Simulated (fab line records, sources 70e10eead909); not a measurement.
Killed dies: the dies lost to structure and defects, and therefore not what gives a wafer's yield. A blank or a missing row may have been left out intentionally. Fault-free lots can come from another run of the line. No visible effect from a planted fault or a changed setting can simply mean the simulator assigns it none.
Comparing a struck lot with a sound one :: flow nand harc :: 15 out of 1302 route steps
Sound: these wafers, L295.2, L295.4, L295.6. Struck: wafer L312.1 (left out: L312.5, L312.6 of the same lot, which were not struck); the cause appears at the end.
Each step with rows lists, per side, the tool, then ch with its chambers, then its first start. Under that, the readings that differ: sound wafers :: struck wafers :: difference of the means :: sigmas: that difference in standard deviations of wafers without a fault.
alike: readings whose means differ by less than 2 such deviations, and words and numbers that are the same on both sides. not compared: withheld readings, readings that some wafer has no value for, bounds like >300 that may hide the same value, and numbers for which the record gives no deviation and whose values overlap.
A row with sigmas, a row that says differs or no value, or rows on one side alone: a step with any of these is where the two part. Numbers that don't overlap but have no deviation are shown without sigmas and don't part them. A reading missing from all wafers of one side parts the sides only when that side holds two or more wafers.

first, 9 steps without rows for these wafers: NHARC_A_SGD_CUT_HMDS_02 (time 30 s); NHARC_A_SGD_CUT_COAT_56 (time 75 s); NHARC_A_SGD_CUT_COAT_57 (time 65 s); NHARC_A_SGD_CUT_COAT_03 (resist thk 90 nm); NHARC_A_SGD_CUT_SOFTBAKE_04 (time 55 s); NHARC_A_SGD_CUT_EBR_05; NHARC_A_SGD_CUT_EXPOSE_06 (exposes mask SGD); NHARC_A_SGD_CUT_PEB_07 (peb time 65 s); NHARC_A_SGD_CUT_DEVELOP_08 (develop time 35 s).
NHARC_A_SGD_CUT_CD_MEAS_09: the cd target is 100 nm.
  sound on cd sem-03 ch 0, day 19 15:05; struck on cd sem-02 ch 0, day 27 10:14
  alike: cd nm
NHARC_A_SGD_CUT_OVL_MEAS_10:
  sound: overlay-01 at day 19 15:11; struck: overlay-01 at day 27 10:19
  alike: overlay x nm, overlay y nm
NHARC_A_SGD_CUT_INSPECT_11:
  sound: defect inspect-01 at day 19 15:13; struck: defect inspect-02 at day 27 10:22
  alike: raw defect count
NHARC_A_SGD_CUT_DESCUM_14: chemistry O2, time 3 s.
  sound on rie diel-03 ch 0,1,2, day 19 15:17; struck on rie diel-03 ch 2, day 27 10:28
reading: rf vpp V (V)
sound: 58.2 57.4 59.2
struck: 56.3
difference: -2.0
sigmas: -2

reading: run length s (s)
sound: 23.5 23.5 24.0
struck: 25.2
difference: +1.5
sigmas: +4
  alike: drypump motor current A, oes product au, showerhead plenum p Torr, throttle valve pct
  not compared: rf hours counter h
NHARC_A_SGD_CUT_ETCH_58: etches the open film in CF4, target depth 39 nm, time 65 s.
  sound on rie diel-03 ch 1,3, day 19 15:22; struck on rie diel-03 ch 3, day 27 10:32
reading: throttle valve pct (%)
sound: 13.287 13.292 13.288
struck: 13.264
difference: -0.025
sigmas: -3
  alike: bias w, drypump motor current A, oes product au, rf vpp V, showerhead plenum p Torr
  not compared: rf hours counter h
then, 1 step without rows for these wafers: NHARC_END_SORT_01.

WHERE THEY PART
At NHARC_A_SGD_CUT_DESCUM_14 first; at NHARC_A_SGD_CUT_ETCH_58 last (within this record only).

WHY: the cause the simulator had injected
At NHARC_A_SGD_CUT_DESCUM_14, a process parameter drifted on rie diel-03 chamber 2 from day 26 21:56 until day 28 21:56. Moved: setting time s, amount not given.
